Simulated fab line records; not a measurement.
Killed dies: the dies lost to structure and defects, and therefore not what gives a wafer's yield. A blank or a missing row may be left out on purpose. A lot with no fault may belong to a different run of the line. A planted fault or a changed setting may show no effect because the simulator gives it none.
fab line records	flow n5_finfet
record lots=24	wafers=72	last_day=19
route steps=1938 shown BEOL_M3@969 BEOL_M4@1034
lots that met no fault: from a run of the same line without faults
start_h: start of the lot's first displayed wafer, in hours after the record's first day	wait_h: hours from the lot's prior step to this one	" same as the row above	L1.1+2: several wafers, shown together as one row	- value missing, or start not given	* or withheld: withheld	< > ~ a bound
route shown NAME@n: NAME is a module with steps in the file, n the number in the route of the first one	usual: mean and standard deviation over wafers with no fault	same: alike in all rows	chamber/n: place in a boat	sites: readings site by site	_std_site: the standard deviation of these	_edge_site: the outer-site mean with the inner-site mean subtracted	radius_mm: for every site, how far away it sits from the centre of the wafer	mask NAME#n: copy n	behind: the last tool/chamber to shape the wafer	hold: cause of the lot's hold/its duration in hours/its outcome	device: which transistor (n, p or np) failed to switch	end of line: at the end of the route, the tests of the same wafers	a step given without rows: its recipe and nothing more	killed: at the first sort, the dies lost to defects and structure; wafer yield is something else	map: a wafer's dies, marking killed ones x, the rest . and places with no die _
set.NAME: the setting that was run; set.NAME@STEP: the one run at that earlier step	model.NAME: the simulator's own value behind a step, which no gauge read
route steps across a sampled set of lots; one table per step, one row per wafer
services: a tool's chamber out of use, with start hour (start_h, from the record's first day; less than 0 if before it), hours out, and reason
## steps
# step N5_BEOL_M3_DESCUM_33
# recipe chemistry=O2	time_s=7	source_power_w=50	bias_power_w=20	pressure_mtorr=20	rf_frequency_hz=2.712e+07	temp_c=40	resist=CAR-EUV	o2_flow_sccm=225
# usual drypump_motor_current_A=5.9/0.4	oes_product_au=0.76/0.058	rf_vpp_V=243.6/1.2	showerhead_plenum_p_Torr=2.12/0.055	throttle_valve_pct=20.48/0.14
# same time_s=7
lot.wafer	tool	chamber	start_h	wait_h	drypump_motor_current_A	oes_product_au	rf_hours_counter_h	rf_vpp_V	showerhead_plenum_p_Torr	throttle_valve_pct
L074.2	rie_diel-03	3	145.13	0.2	5.6	0.71	197	242.5	2.08	20.51
L074.3	"	0	"	"	6.4	0.74	194	243.8	2.07	20.39
L074.5	"	1	"	"	6.0	0.91	-	241.0	2.05	20.31
L075.3	rie_diel-04	2	148.92	0.0	6.5	0.74	195	242.7	2.08	20.35
L075.5	"	3	"	"	6.5	0.71	-	242.6	2.09	20.42
L075.6	"	0	"	"	5.5	0.86	-	244.2	2.23	20.27
L076.2	rie_diel-05	2	153.47	0.0	5.7	0.74	192	243.3	2.16	20.66
L076.4	"	0	"	"	5.2	0.81	78	243.9	2.11	20.62
L076.5	"	3	"	"	5.7	0.87	-	245.7	2.21	20.37
L077.2	rie_diel-04	1	158.69	0.0	6.2	0.77	139	242.9	2.10	20.62
L077.4	"	0	"	"	5.4	0.85	56	244.9	2.22	20.28
L077.5	"	1	"	"	6.2	0.77	-	242.7	2.10	20.61
L078.1	rie_diel-03	0	165.17	0.0	6.4	0.73	200	243.2	2.07	20.41
L078.3	"	3	"	"	5.6	0.71	203	244.1	2.07	20.52
L078.5	"	0	"	"	6.4	0.73	-	244.1	2.07	20.40
L079.3	rie_diel-04	0	171.04	0.0	5.5	0.86	60	245.4	2.22	20.27
L079.4	"	3	"	"	6.5	0.71	173	241.7	2.09	20.44
L079.6	"	2	"	"	6.5	0.73	-	243.2	2.08	20.35
L080.1	rie_diel-04	2	179.92	0.3	6.5	0.73	204	242.5	2.08	20.36
L080.3	"	0	"	"	5.4	0.86	62	245.3	2.22	20.28
L080.4	"	3	"	"	6.5	0.72	174	242.7	2.09	20.44
L081.1	rie_diel-03	0	189.44	0.0	6.4	0.73	206	243.1	2.06	20.39
L081.2	"	1	"	"	6.0	0.88	38	241.8	2.05	20.34
L081.5	"	2	"	"	5.5	0.74	-	243.7	2.09	20.28
L082.1	rie_diel-04	3	193.60	0.0	6.4	0.71	178	242.4	2.09	20.43
L082.3	"	2	"	"	6.5	0.74	207	243.4	2.08	20.36
L082.4	"	1	"	"	6.1	0.76	149	242.5	2.09	20.63
L083.1	rie_diel-03	3	201.03	0.0	5.6	0.70	214	241.7	2.07	20.53
L083.3	"	0	"	"	6.4	0.72	210	242.9	2.06	20.42
L083.6	"	2	"	"	5.5	0.75	-	243.5	2.09	20.29
L084.1	rie_diel-05	2	206.60	0.0	5.8	0.72	207	244.2	2.16	20.65
L084.3	"	3	"	"	5.7	0.84	59	244.9	2.21	20.40
L084.4	"	0	"	"	5.2	0.80	94	243.7	2.10	20.63
L085.3	rie_diel-03	3	224.79	0.0	5.6	0.69	222	242.8	2.07	20.55
L085.4	"	0	"	"	6.3	0.72	218	242.2	2.06	20.42
L085.6	"	1	"	"	6.1	0.86	-	243.8	2.05	20.34
L086.1	rie_diel-04	1	225.90	0.0	6.2	0.76	158	243.2	2.09	20.64
L086.2	"	0	"	"	5.4	0.84	76	245.1	2.22	20.31
L086.6	"	0	"	"	5.4	0.83	-	244.4	2.22	20.30
L087.3	rie_diel-05	0	231.66	0.1	5.2	0.80	102	243.7	2.10	20.65
L087.5	"	3	"	"	5.7	0.83	-	245.0	2.20	20.41
L087.6	"	0	"	"	5.2	0.79	-	243.6	2.10	20.65
L088.1	rie_diel-05	1	235.19	0.0	5.8	0.72	184	243.4	2.17	20.52
L088.3	"	3	"	"	5.7	0.84	69	245.3	2.20	20.42
L088.5	"	2	"	"	5.8	0.71	-	245.2	2.15	20.67
L089.3	rie_diel-05	2	246.38	0.0	5.7	0.72	220	244.8	2.15	20.68
L089.5	"	2	"	"	5.7	0.72	-	244.2	2.15	20.67
L089.6	"	1	"	"	5.8	0.73	-	244.9	2.17	20.52
L090.1	rie_diel-03	3	249.48	0.0	5.6	0.69	230	242.9	2.06	20.57
L090.2	"	0	"	"	6.3	0.71	225	242.0	2.06	20.45
L090.4	"	2	"	"	5.5	0.73	200	244.3	2.08	20.31
L092.1	rie_diel-05	1	257.03	0.3	5.8	0.71	190	244.8	2.17	20.55
L092.2	"	3	"	"	5.7	0.82	75	244.6	2.20	20.41
L092.6	"	1	"	"	5.8	0.71	-	243.7	2.17	20.55
L091.1	rie_diel-04	0	257.61	0.1	5.4	0.82	85	243.0	2.21	20.31
L091.2	"	1	"	"	6.2	0.75	168	242.8	2.09	20.65
L091.4	"	3	"	"	6.5	0.69	196	241.7	2.08	20.46
L093.1	rie_diel-05	1	262.78	0.0	5.8	0.71	192	244.5	2.17	20.54
L093.3	"	3	"	"	5.7	0.83	77	244.4	2.20	20.42
L093.6	"	1	"	"	5.8	0.72	-	245.9	2.17	20.55
L094.1	rie_diel-04	1	268.23	0.0	6.1	0.74	171	242.0	2.09	20.67
L094.3	"	2	"	"	6.5	0.70	229	242.7	2.07	20.40
L094.4	"	2	"	"	6.5	0.71	-	243.6	2.07	20.41
L095.1	rie_diel-05	1	272.84	0.0	5.8	0.71	194	243.9	2.17	20.53
L095.2	"	0	"	"	5.2	0.77	113	243.0	2.10	20.67
L095.5	"	3	"	"	5.8	0.83	-	245.4	2.20	20.44
L097.2	rie_diel-05	1	290.61	0.0	5.8	0.70	199	244.9	2.17	20.55
L097.5	"	0	"	"	5.3	0.78	-	241.9	2.10	20.67
L097.6	"	1	"	"	5.8	0.71	-	243.7	2.17	20.55
L096.1	rie_diel-05	1	292.40	0.0	5.8	0.71	200	243.4	2.17	20.55
L096.5	"	2	"	"	5.7	0.70	-	244.8	2.15	20.70
L096.6	"	1	"	"	5.8	0.71	-	244.3	2.17	20.55
# step N5_BEOL_M3_CD_MEAS_35
# recipe target_cd_nm=18	target_cd_y_nm=21	polarity=opening
# usual cd_nm=18.0/0.32
lot.wafer	tool	chamber	start_h	wait_h	cd_nm
L074.2	cd_sem-02	-	147.28	0.0	18.5
L074.3	"	-	"	"	18.1
L074.5	"	-	"	"	18.4
L075.3	cd_sem-02	-	152.48	0.0	18.0
L075.5	"	-	"	"	18.3
L075.6	"	-	"	"	18.2
L076.2	cd_sem-03	-	157.65	0.0	17.9
L076.4	"	-	"	"	17.5
L076.5	"	-	"	"	17.9
L077.2	cd_sem-02	-	164.08	0.0	18.2
L077.4	"	-	"	"	18.1
L077.5	"	-	"	"	17.9
L078.1	cd_sem-02	-	168.17	0.0	17.5
L078.3	"	-	"	"	18.1
L078.5	"	-	"	"	17.9
L079.3	cd_sem-02	-	173.13	0.0	18.1
L079.4	"	-	"	"	18.3
L079.6	"	-	"	"	18.3
L080.1	cd_sem-01	-	187.65	0.0	17.9
L080.3	"	-	"	"	18.1
L080.4	"	-	"	"	17.8
L081.1	cd_sem-02	-	191.55	0.0	18.1
L081.2	"	-	"	"	17.8
L081.5	"	-	"	"	17.9
L082.1	cd_sem-03	-	209.25	0.0	17.7
L082.3	"	-	"	"	17.9
L082.4	"	-	"	"	18.3
L083.1	cd_sem-01	-	213.83	0.0	18.0
L083.3	"	-	"	"	18.1
L083.6	"	-	"	"	18.5
L084.1	cd_sem-02	-	215.72	0.0	18.2
L084.3	"	-	"	"	18.2
L084.4	"	-	"	"	18.5
L085.3	cd_sem-02	-	230.41	0.0	17.7
L085.4	"	-	"	"	17.7
L085.6	"	-	"	"	17.8
L086.1	cd_sem-03	-	230.55	0.0	17.8
L086.2	"	-	"	"	17.7
L086.6	"	-	"	"	17.6
L087.3	cd_sem-03	-	241.92	0.0	18.0
L087.5	"	-	"	"	17.9
L087.6	"	-	"	"	18.0
L088.1	cd_sem-03	-	245.28	0.0	18.4
L088.3	"	-	"	"	18.3
L088.5	"	-	"	"	17.8
L089.3	cd_sem-03	-	250.15	0.0	18.0
L089.5	"	-	"	"	18.4
L089.6	"	-	"	"	18.3
L090.1	cd_sem-03	-	252.08	0.0	18.1
L090.2	"	-	"	"	17.8
L090.4	"	-	"	"	18.5
L092.1	cd_sem-01	-	261.58	0.0	17.8
L092.2	"	-	"	"	17.9
L092.6	"	-	"	"	18.3
L091.1	cd_sem-03	-	266.75	0.0	18.1
L091.2	"	-	"	"	18.4
L091.4	"	-	"	"	18.5
L093.1	cd_sem-02	-	273.63	0.0	18.1
L093.3	"	-	"	"	18.1
L093.6	"	-	"	"	18.1
L094.1	cd_sem-01	-	273.78	0.0	18.0
L094.3	"	-	"	"	17.4
L094.4	"	-	"	"	18.3
L095.1	cd_sem-02	-	279.26	0.0	18.3
L095.2	"	-	"	"	18.2
L095.5	"	-	"	"	18.1
L096.1	cd_sem-01	-	305.95	0.0	18.3
L096.5	"	-	"	"	17.3
L096.6	"	-	"	"	18.0
L097.2	cd_sem-02	-	309.19	0.0	18.0
L097.5	"	-	"	"	18.2
L097.6	"	-	"	"	17.9
# step N5_BEOL_M3_SPUTTER_79
# recipe material=Cu	target_thk_a=45	temp_c=-20	chamber_pressure_pa=0.07	power_w=withheld	time_s=8.29
# usual throttle_valve_pct=29.6/0.98
# same time_s=8.29
lot.wafer	tool	chamber	start_h	wait_h	throttle_valve_pct
L074.2	pvd_sputter-02	-	150.26	0.1	27.8
L074.3	"	-	"	"	29.7
L074.5	"	-	"	"	29.8
L075.3	pvd_sputter-01	-	153.89	0.1	29.6
L075.5	"	-	"	"	30.3
L075.6	"	-	"	"	29.8
L076.2	pvd_sputter-02	-	159.13	0.1	28.7
L076.4	"	-	"	"	30.1
L076.5	"	-	"	"	30.1
L077.2	pvd_sputter-03	-	165.92	0.1	29.5
L077.4	"	-	"	"	29.6
L077.5	"	-	"	"	32.0
L078.1	pvd_sputter-02	-	170.25	0.1	30.0
L078.3	"	-	"	"	27.8
L078.5	"	-	"	"	27.7
L079.3	pvd_sputter-03	-	176.19	0.1	29.6
L079.4	"	-	"	"	29.5
L079.6	"	-	"	"	29.9
L080.1	pvd_sputter-03	-	188.91	0.1	31.7
L080.3	"	-	"	"	29.4
L080.4	"	-	"	"	29.5
L081.1	pvd_sputter-02	-	192.47	0.1	29.9
L081.2	"	-	"	"	29.8
L081.5	"	-	"	"	29.9
L082.1	pvd_sputter-03	-	212.35	0.1	29.5
L082.3	"	-	"	"	29.4
L082.4	"	-	"	"	31.9
L083.1	pvd_sputter-02	-	215.15	0.1	29.7
L083.3	"	-	"	"	28.7
L083.6	"	-	"	"	29.9
L084.1	pvd_sputter-03	-	217.39	0.1	30.0
L084.3	"	-	"	"	32.0
L084.4	"	-	"	"	29.6
L085.3	pvd_sputter-03	-	231.56	0.1	29.6
L085.4	"	-	"	"	29.8
L085.6	"	-	"	"	29.3
L086.1	pvd_sputter-01	-	241.49	0.1	29.6
L086.2	"	-	"	"	30.4
L086.6	"	-	"	"	29.9
L087.3	pvd_sputter-02	-	242.88	0.1	29.8
L087.5	"	-	"	"	29.8
L087.6	"	-	"	"	27.6
L088.1	pvd_sputter-01	-	248.51	0.1	28.5
L088.3	"	-	"	"	29.6
L088.5	"	-	"	"	30.1
L089.3	pvd_sputter-02	-	251.80	0.1	29.9
L089.5	"	-	"	"	29.7
L089.6	"	-	"	"	28.8
L090.1	pvd_sputter-01	-	253.79	0.1	29.9
L090.2	"	-	"	"	28.3
L090.4	"	-	"	"	29.7
L092.1	pvd_sputter-01	-	262.86	0.1	28.7
L092.2	"	-	"	"	30.2
L092.6	"	-	"	"	29.9
L091.1	pvd_sputter-01	-	268.22	0.1	28.4
L091.2	"	-	"	"	30.1
L091.4	"	-	"	"	29.7
L093.1	pvd_sputter-03	-	274.84	0.1	29.3
L093.3	"	-	"	"	29.6
L093.6	"	-	"	"	29.5
L094.1	pvd_sputter-03	-	276.68	0.1	29.3
L094.3	"	-	"	"	29.7
L094.4	"	-	"	"	31.6
L095.1	pvd_sputter-02	-	281.16	0.1	29.9
L095.2	"	-	"	"	27.6
L095.5	"	-	"	"	29.7
L096.1	pvd_sputter-03	-	307.41	0.1	29.9
L096.5	"	-	"	"	31.8
L096.6	"	-	"	"	29.8
L097.2	pvd_sputter-03	-	310.38	0.1	29.6
L097.5	"	-	"	"	30.0
L097.6	"	-	"	"	29.7
# step N5_BEOL_M3_SPUTTER_86
# recipe material=Cu	target_thk_a=45	temp_c=-20	chamber_pressure_pa=0.07	power_w=withheld	time_s=8.29
# usual throttle_valve_pct=29.6/0.98
# same time_s=8.29
lot.wafer	tool	chamber	start_h	wait_h	throttle_valve_pct
L074.2	pvd_sputter-02	-	150.70	0.1	27.8
L074.3	"	-	"	"	29.9
L074.5	"	-	"	"	30.2
L075.3	pvd_sputter-01	-	154.33	0.1	29.6
L075.5	"	-	"	"	30.5
L075.6	"	-	"	"	29.8
L076.2	pvd_sputter-02	-	159.57	0.1	28.7
L076.4	"	-	"	"	29.8
L076.5	"	-	"	"	30.0
L077.2	pvd_sputter-03	-	166.36	0.1	29.5
L077.4	"	-	"	"	29.2
L077.5	"	-	"	"	31.8
L078.1	pvd_sputter-02	-	170.69	0.1	29.7
L078.3	"	-	"	"	27.8
L078.5	"	-	"	"	27.7
L079.3	pvd_sputter-03	-	176.63	0.1	29.5
L079.4	"	-	"	"	29.7
L079.6	"	-	"	"	30.0
L080.1	pvd_sputter-03	-	189.35	0.1	32.1
L080.3	"	-	"	"	29.4
L080.4	"	-	"	"	29.5
L081.1	pvd_sputter-02	-	192.91	0.1	29.8
L081.2	"	-	"	"	29.7
L081.5	"	-	"	"	29.6
L082.1	pvd_sputter-03	-	212.79	0.1	29.3
L082.3	"	-	"	"	29.6
L082.4	"	-	"	"	31.9
L083.1	pvd_sputter-02	-	216.59	0.1	29.9
L083.3	"	-	"	"	28.7
L083.6	"	-	"	"	30.1
L084.1	pvd_sputter-03	-	217.83	0.1	29.7
L084.3	"	-	"	"	31.8
L084.4	"	-	"	"	29.4
L085.3	pvd_sputter-03	-	232.00	0.1	29.2
L085.4	"	-	"	"	29.8
L085.6	"	-	"	"	29.5
L086.1	pvd_sputter-01	-	241.93	0.1	29.8
L086.2	"	-	"	"	30.2
L086.6	"	-	"	"	30.3
L087.3	pvd_sputter-02	-	243.32	0.1	30.1
L087.5	"	-	"	"	30.0
L087.6	"	-	"	"	27.9
L088.1	pvd_sputter-01	-	248.95	0.1	28.4
L088.3	"	-	"	"	29.7
L088.5	"	-	"	"	29.8
L089.3	pvd_sputter-02	-	252.24	0.1	29.8
L089.5	"	-	"	"	29.7
L089.6	"	-	"	"	28.5
L090.1	pvd_sputter-01	-	254.23	0.1	29.9
L090.2	"	-	"	"	28.5
L090.4	"	-	"	"	29.7
L092.1	pvd_sputter-01	-	263.30	0.1	28.7
L092.2	"	-	"	"	30.3
L092.6	"	-	"	"	29.9
L091.1	pvd_sputter-01	-	268.66	0.1	28.7
L091.2	"	-	"	"	30.2
L091.4	"	-	"	"	29.5
L093.1	pvd_sputter-03	-	275.28	0.1	29.4
L093.3	"	-	"	"	29.8
L093.6	"	-	"	"	29.2
L094.1	pvd_sputter-03	-	277.12	0.1	29.5
L094.3	"	-	"	"	29.5
L094.4	"	-	"	"	31.8
L095.1	pvd_sputter-02	-	281.60	0.1	30.3
L095.2	"	-	"	"	27.7
L095.5	"	-	"	"	29.7
L096.1	pvd_sputter-03	-	307.85	0.1	29.8
L096.5	"	-	"	"	32.0
L096.6	"	-	"	"	29.5
L097.2	pvd_sputter-03	-	310.82	0.1	29.5
L097.5	"	-	"	"	29.8
L097.6	"	-	"	"	29.6
# step N5_BEOL_M3_DEP_57
# recipe material=SiCN	target_thk_a=80	temp_c=withheld	precursor=3MS/NH3	pressure_torr=3	rf_w=202	time_s=14
# usual showerhead_plenum_p_Torr=3.659/0.016	throttle_valve_pct=9.1/0.64
# same time_s=14
lot.wafer	tool	chamber	start_h	wait_h	showerhead_plenum_p_Torr	throttle_valve_pct
L074.2	pecvd-02	1	152.92	0.0	3.647	8.8
L074.3	"	0	"	"	3.662	8.8
L074.5	"	0	"	"	3.663	8.6
L075.3	pecvd-01	2	156.42	0.0	3.641	8.8
L075.5	"	1	"	"	3.662	10.0
L075.6	"	0	"	"	3.633	10.3
L076.2	pecvd-04	1	161.65	0.0	3.637	8.5
L076.4	"	2	"	"	3.686	8.6
L076.5	"	0	"	"	3.669	9.6
L077.2	pecvd-01	1	168.66	0.0	3.658	9.8
L077.4	"	1	"	"	3.663	9.9
L077.5	"	2	"	"	3.640	8.8
L078.1	pecvd-04	0	173.03	0.0	3.670	9.8
L078.3	"	2	"	"	3.685	8.3
L078.5	"	0	"	"	3.679	9.9
L079.3	pecvd-02	1	178.82	0.0	3.653	8.7
L079.4	"	1	"	"	3.646	8.9
L079.6	"	2	"	"	3.672	9.2
L080.1	pecvd-04	0	191.44	0.0	3.676	10.0
L080.3	"	0	"	"	3.663	10.1
L080.4	"	1	"	"	3.638	8.7
L081.1	pecvd-02	2	195.06	0.0	3.669	8.8
L081.2	"	0	"	"	3.665	8.6
L081.5	"	2	"	"	3.668	9.0
L082.1	pecvd-02	1	214.90	0.0	3.654	8.8
L082.3	"	2	"	"	3.660	9.4
L082.4	"	1	"	"	3.657	8.9
L083.1	pecvd-02	0	218.82	0.0	3.672	8.9
L083.3	"	2	"	"	3.672	9.2
L083.6	"	1	"	"	3.650	8.8
L084.1	pecvd-01	1	221.01	0.0	3.662	9.8
L084.3	"	2	"	"	3.637	8.7
L084.4	"	2	"	"	3.645	8.8
L085.3	pecvd-02	2	234.11	0.0	3.662	9.1
L085.4	"	1	"	"	3.656	9.1
L085.6	"	2	"	"	3.660	9.1
L086.1	pecvd-04	0	244.07	0.0	3.672	10.3
L086.2	"	1	"	"	3.636	8.5
L086.6	"	0	"	"	3.677	10.0
L087.3	pecvd-04	2	245.40	0.0	3.684	8.4
L087.5	"	0	"	"	3.678	10.0
L087.6	"	2	"	"	3.686	8.5
L088.1	pecvd-02	0	251.62	0.0	3.664	8.7
L088.3	"	2	"	"	3.663	9.1
L088.5	"	0	"	"	3.667	8.7
L089.3	pecvd-01	1	254.32	0.0	3.664	9.9
L089.5	"	2	"	"	3.629	8.8
L089.6	"	1	"	"	3.655	9.9
L090.1	pecvd-04	0	256.33	0.0	3.668	10.2
L090.2	"	2	"	"	3.678	8.7
L090.4	"	0	"	"	3.680	9.8
L092.1	pecvd-02	0	265.40	0.0	3.665	8.9
L092.2	"	2	"	"	3.663	9.2
L092.6	"	0	"	"	3.661	9.0
L091.1	pecvd-04	1	270.76	0.0	3.639	8.8
L091.2	"	0	"	"	3.680	10.0
L091.4	"	0	"	"	3.682	10.5
L093.1	pecvd-04	0	277.37	0.0	3.666	10.1
L093.3	"	2	"	"	3.680	8.5
L093.6	"	1	"	"	3.635	8.6
L094.1	pecvd-04	1	279.20	0.0	3.640	8.7
L094.3	"	0	"	"	3.669	10.0
L094.4	"	2	"	"	3.688	8.5
L095.1	pecvd-01	1	283.68	0.0	3.656	9.8
L095.2	"	0	"	"	3.639	10.3
L095.5	"	0	"	"	3.634	10.2
L096.1	pecvd-04	2	309.94	0.0	3.680	8.5
L096.5	"	1	"	"	3.640	8.6
L096.6	"	0	"	"	3.670	10.1
L097.2	pecvd-02	2	312.90	0.0	3.668	9.5
L097.5	"	2	"	"	3.655	9.2
L097.6	"	0	"	"	3.656	9.1
# step N5_BEOL_M4_CD_MEAS_11
# recipe target_cd_nm=16.79	landing_energy_ev=500	detector=se_inlens	polarity=opening
# usual cd_nm=16.79/0.21
lot.wafer	tool	chamber	start_h	wait_h	cd_nm
L074.2	cd_sem-01	0	153.74	-	16.82
L074.3	"	0	"	"	16.87
L074.5	"	0	"	"	16.88
L075.3	cd_sem-01	0	157.67	-	17.17
L075.5	"	0	"	"	16.56
L075.6	"	0	"	"	16.67
L076.2	cd_sem-03	0	163.23	-	16.91
L076.4	"	0	"	"	16.66
L076.5	"	0	"	"	16.66
L077.2	cd_sem-03	0	169.78	-	17.14
L077.4	"	0	"	"	16.99
L077.5	"	0	"	"	16.85
L078.1	cd_sem-03	0	174.30	-	16.89
L078.3	"	0	"	"	16.86
L078.5	"	0	"	"	16.72
L079.3	cd_sem-03	0	180.41	-	16.92
L079.4	"	0	"	"	16.56
L079.6	"	0	"	"	16.42
L080.1	cd_sem-02	0	192.21	-	16.79
L080.3	"	0	"	"	16.86
L080.4	"	0	"	"	16.88
L081.1	cd_sem-02	0	199.60	-	16.84
L081.2	"	0	"	"	17.01
L081.5	"	0	"	"	16.67
L082.1	cd_sem-03	0	216.32	-	16.99
L082.3	"	0	"	"	17.04
L082.4	"	0	"	"	17.37
L083.1	cd_sem-03	0	221.13	-	16.76
L083.3	"	0	"	"	16.55
L083.6	"	0	"	"	16.87
L084.1	cd_sem-02	0	222.87	-	17.17
L084.3	"	0	"	"	16.97
L084.4	"	0	"	"	16.69
L085.3	cd_sem-01	0	234.80	-	16.54
L085.4	"	0	"	"	16.67
L085.6	"	0	"	"	16.57
L086.1	cd_sem-02	0	245.48	-	16.82
L086.2	"	0	"	"	17.04
L086.6	"	0	"	"	16.52
L087.3	cd_sem-02	0	248.25	-	16.86
L087.5	"	0	"	"	16.60
L087.6	"	0	"	"	16.56
L088.1	cd_sem-01	0	253.07	-	16.72
L088.3	"	0	"	"	16.74
L088.5	"	0	"	"	16.93
L089.3	cd_sem-01	0	256.25	-	16.83
L089.5	"	0	"	"	17.07
L089.6	"	0	"	"	16.93
L090.1	cd_sem-02	0	257.03	-	16.67
L090.2	"	0	"	"	17.00
L090.4	"	0	"	"	17.00
L092.1	cd_sem-02	0	267.47	-	17.00
L092.2	"	0	"	"	16.84
L092.6	"	0	"	"	16.68
L091.1	cd_sem-03	0	274.09	-	16.80
L091.2	"	0	"	"	16.68
L091.4	"	0	"	"	16.47
L093.1	cd_sem-03	0	279.37	-	16.86
L093.3	"	0	"	"	16.68
L093.6	"	0	"	"	16.81
L094.1	cd_sem-03	0	281.04	-	16.89
L094.3	"	0	"	"	16.91
L094.4	"	0	"	"	16.85
L095.1	cd_sem-03	0	284.78	-	16.78
L095.2	"	0	"	"	16.65
L095.5	"	0	"	"	16.84
L096.1	cd_sem-03	0	311.30	-	16.55
L096.5	"	0	"	"	16.88
L096.6	"	0	"	"	16.95
L097.2	cd_sem-03	0	313.89	-	16.82
L097.5	"	0	"	"	16.47
L097.6	"	0	"	"	16.95
## services
tool	chamber	start_h	hours	kind
rie_diel-05	-	140.08	0.4	repair
pecvd-01	1	140.49	5.0	scheduled_down
pvd_sputter-02	-	174.26	5.0	repair
pecvd-02	-	181.53	0.9	repair
pecvd-01	-	189.49	2.2	repair
pecvd-04	2	191.22	5.5	scheduled_down
pecvd-01	0	217.93	1.7	repair
pecvd-02	-	229.79	2.9	repair
rie_diel-03	1	235.73	2.8	repair
pecvd-02	1	242.70	-	clean
pecvd-02	1	242.70	29.5	scheduled_down
pecvd-02	1	242.70	29.5	vent_cycle
pecvd-04	-	247.94	0.7	repair
rie_diel-03	-	252.66	2.8	pm
rie_diel-04	3	264.39	11.2	repair
pecvd-02	1	272.20	5.5	scheduled_down
pecvd-02	2	284.83	5.0	scheduled_down
rie_diel-04	0	290.08	9.8	repair
pecvd-01	0	295.95	2.1	scheduled_down
rie_diel-03	3	308.45	5.8	repair
pecvd-01	-	312.06	6.0	pm
## key
fault none
